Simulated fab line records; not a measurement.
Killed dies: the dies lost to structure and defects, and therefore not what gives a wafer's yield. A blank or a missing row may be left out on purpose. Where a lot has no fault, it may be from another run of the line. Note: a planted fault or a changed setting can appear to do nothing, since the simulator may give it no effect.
Split-lot trial :: flow n5-finfet :: on a route of 1938 steps: 7 lots, 21 wafers read

ON THE SPLIT
At N5_BEOL_M0_SAQP_PECVD_96 (deposits a-Si from SiH4/He, target thk 45 nm, time 45.2 s), the setting time-s was moved away from the recipe's 45.2 s on 9 of the 21 wafers read, by -14.5% to +14.0%. This setting was run at the recipe's value on the other wafers.

FROM THE SPLIT TO THE READING: what the file shows between them, 4 steps
- N5_BEOL_M0_SAQP_PECVD_97: deposits SiNx from SiH4/NH3/N2, target thk 23 nm, time 19.9 s
- N5_BEOL_M0_SAQP_PECVD_04: deposits a-Si from SiH4/He, target thk 60 nm, time 60.2 s
- N5_BEOL_M0_SAQP_ETCH_101: etches SiNx in CH3F/O2, target depth 29.9 nm, time 42.7 s
- N5_BEOL_M0_SAQP_ETCH_102: etches SiO2 in CF4, target depth 4 nm, time 4.4 s

THE READING
oes-product-au, in a.u., at N5_BEOL_M0_SAQP_MANDREL_ETCH_103 (etches a-Si in HBr/Cl2, stops on SiCN, target depth 45 nm, bt time 10 s, time 27 s). Typical for fault-free wafers on this fab line: 0.683 a.u., with standard deviation 0.013 a.u.

wafer: L076.2
tool, chamber at the split: pecvd-01, 1
time-s as run, s: 45.2
against the recipe: recipe
oes-product-au, a.u.: 0.662
against lot-mates on the recipe: -

wafer: L076.4
tool, chamber at the split: pecvd-01, 1
time-s as run, s: 45.2
against the recipe: recipe
oes-product-au, a.u.: 0.685
against lot-mates on the recipe: -

wafer: L076.6
tool, chamber at the split: pecvd-01, 2
time-s as run, s: 40.2
against the recipe: -11.1%
oes-product-au, a.u.: 0.650
against lot-mates on the recipe: -0.023

wafer: L081.2
tool, chamber at the split: pecvd-02, 1
time-s as run, s: 45.2
against the recipe: recipe
oes-product-au, a.u.: 0.663
against lot-mates on the recipe: -

wafer: L081.3
tool, chamber at the split: pecvd-02, 0
time-s as run, s: 50.97
against the recipe: +12.8%
oes-product-au, a.u.: 0.755
against lot-mates on the recipe: +0.092

wafer: L081.5
tool, chamber at the split: pecvd-02, 2
time-s as run, s: 50.97
against the recipe: +12.8%
oes-product-au, a.u.: 0.737
against lot-mates on the recipe: +0.074

wafer: L083.2
tool, chamber at the split: pecvd-02, 0,1
time-s as run, s: 41.22
against the recipe: -8.8%
oes-product-au, a.u.: 0.635
against lot-mates on the recipe: -0.054

wafer: L083.5
tool, chamber at the split: pecvd-02, 0,1
time-s as run, s: 41.22
against the recipe: -8.8%
oes-product-au, a.u.: 0.641
against lot-mates on the recipe: -0.048

wafer: L083.6
tool, chamber at the split: pecvd-02, 2
time-s as run, s: 45.2
against the recipe: recipe
oes-product-au, a.u.: 0.689
against lot-mates on the recipe: -

wafer: L084.1
tool, chamber at the split: pecvd-02, 2
time-s as run, s: 45.2
against the recipe: recipe
oes-product-au, a.u.: 0.665
against lot-mates on the recipe: -

wafer: L084.2
tool, chamber at the split: pecvd-02, 0
time-s as run, s: 38.64
against the recipe: -14.5%
oes-product-au, a.u.: 0.612
against lot-mates on the recipe: -0.074

wafer: L084.5
tool, chamber at the split: pecvd-02, 2
time-s as run, s: 45.2
against the recipe: recipe
oes-product-au, a.u.: 0.706
against lot-mates on the recipe: -

wafer: L087.1
tool, chamber at the split: pecvd-02, 2
time-s as run, s: 51.53
against the recipe: +14.0%
oes-product-au, a.u.: 0.731
against lot-mates on the recipe: no lot-mate on the recipe

wafer: L087.4
tool, chamber at the split: pecvd-02, 2
time-s as run, s: 51.53
against the recipe: +14.0%
oes-product-au, a.u.: 0.734
against lot-mates on the recipe: no lot-mate on the recipe

wafer: L087.6
tool, chamber at the split: pecvd-02, 1
time-s as run, s: 51.53
against the recipe: +14.0%
oes-product-au, a.u.: 0.751
against lot-mates on the recipe: no lot-mate on the recipe

wafer: L096.1
tool, chamber at the split: pecvd-01, 0
time-s as run, s: 45.2
against the recipe: recipe
oes-product-au, a.u.: 0.678
against lot-mates on the recipe: -

wafer: L096.5
tool, chamber at the split: pecvd-01, 0,2
time-s as run, s: 45.2
against the recipe: recipe
oes-product-au, a.u.: 0.692
against lot-mates on the recipe: -

wafer: L096.6
tool, chamber at the split: pecvd-01, 0,2
time-s as run, s: 45.2
against the recipe: recipe
oes-product-au, a.u.: 0.682
against lot-mates on the recipe: -

wafer: L097.2
tool, chamber at the split: pecvd-04, 2
time-s as run, s: 45.2
against the recipe: recipe
oes-product-au, a.u.: 0.687
against lot-mates on the recipe: -

wafer: L097.4
tool, chamber at the split: pecvd-04, 0,2
time-s as run, s: 45.2
against the recipe: recipe
oes-product-au, a.u.: 0.710
against lot-mates on the recipe: -

wafer: L097.6
tool, chamber at the split: pecvd-04, 0,2
time-s as run, s: 45.2
against the recipe: recipe
oes-product-au, a.u.: 0.703
against lot-mates on the recipe: -
If several chambers appear in one row, that row covers several wafers at once and the file leaves open which wafer was in which chamber.

THE FIT
A straight line over all 21 wafers: oes-product-au changes by +0.00436 a.u. for each +1% of time-s; r = +0.93; the points scatter about the line by 0.014 a.u.
The same after taking each lot's own level away (the mean of its wafers on the recipe; 18 wafers): +0.00541 a.u. for each +1%; r = +0.94; scatter 0.014 a.u.
Per that fit: largest time-s move, reading shift of 0.079 a.u.
Measured against the standard deviation above, the lots' own levels, which go from 0.6630 to 0.7000 a.u., span 2.8 times it.
Thus the slope moves with the lot-to-lot level: the two fits are different.
Check: with one of the wafers moved furthest among these (-14.5%) left out of the fit, the line predicts -0.0757 a.u. for it against its lot-mates. Against them it came out at -0.0735 a.u.

THE OTHER SPLITS THESE WAFERS WENT THROUGH
These wafers also went through other splits before the reading. Each is held against what the fit with the lots' levels taken away leaves over:
other split on the same wafers: N5_SD_ACTIVATION_LSA_01 temp-c
wafers away from the commonest value: 4
r with oes-product-au (lot level and that fit taken away): -0.10

other split on the same wafers: N5_HKMG_FIN_COAT_30 spin-rpm
wafers away from the commonest value: 7
r with oes-product-au (lot level and that fit taken away): -0.03

other split on the same wafers: N5_HKMG_FIN_DEVELOP_11 develop-time-s
wafers away from the commonest value: 6
r with oes-product-au (lot level and that fit taken away): -0.24

other split on the same wafers: N5_MOL_CONTACT_COAG_PRECLEAN_111 time-s
wafers away from the commonest value: 5
r with oes-product-au (lot level and that fit taken away): -0.04

other split on the same wafers: N5_MOL_CONTACT_COAG_SPUTTER_130 power-w
wafers away from the commonest value: 6
r with oes-product-au (lot level and that fit taken away): -0.13

other split on the same wafers: N5_MOL_CONTACT_COAG_ETCH_67 source-w
wafers away from the commonest value: 7
r with oes-product-au (lot level and that fit taken away): +0.09

other split on the same wafers: N5_MOL_CONTACT_COAG_CVD_140 target-thk-a
wafers away from the commonest value: 6
r with oes-product-au (lot level and that fit taken away): +0.00

THE WHOLE CHAIN: every reading that the file lists as answering this split, in the file's order
step: N5_BEOL_M0_SAQP_PECVD_96
what it does: deposits a-Si from SiH4/He, target thk 45 nm, time 45.2 s
reading: a-Si_of_BEOL_M0_SAQP_PECVD_96.thk-nm (the simulator's own value, which no gauge read)
change (the file's fit): +0.46 nm for each +1% of the setting
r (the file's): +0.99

step: N5_BEOL_M0_SAQP_MANDREL_ETCH_103
what it does: etches a-Si in HBr/Cl2, stops on SiCN, target depth 45 nm, bt time 10 s, time 27 s
reading: oes-product-au
change (the file's fit): +0.00493 a.u. for each +1% of the setting
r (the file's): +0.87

step: N5_BEOL_M0_SAQP_MANDREL_ETCH_103
what it does: etches a-Si in HBr/Cl2, stops on SiCN, target depth 45 nm, bt time 10 s, time 27 s
reading: etch.depth-nm (the simulator's own value, which no gauge read)
change (the file's fit): +0.459 nm for each +1% of the setting
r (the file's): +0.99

THE FILE'S OWN FIT
oes-product-au changes by +0.00493 a.u. for each +1% of time-s, r = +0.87.
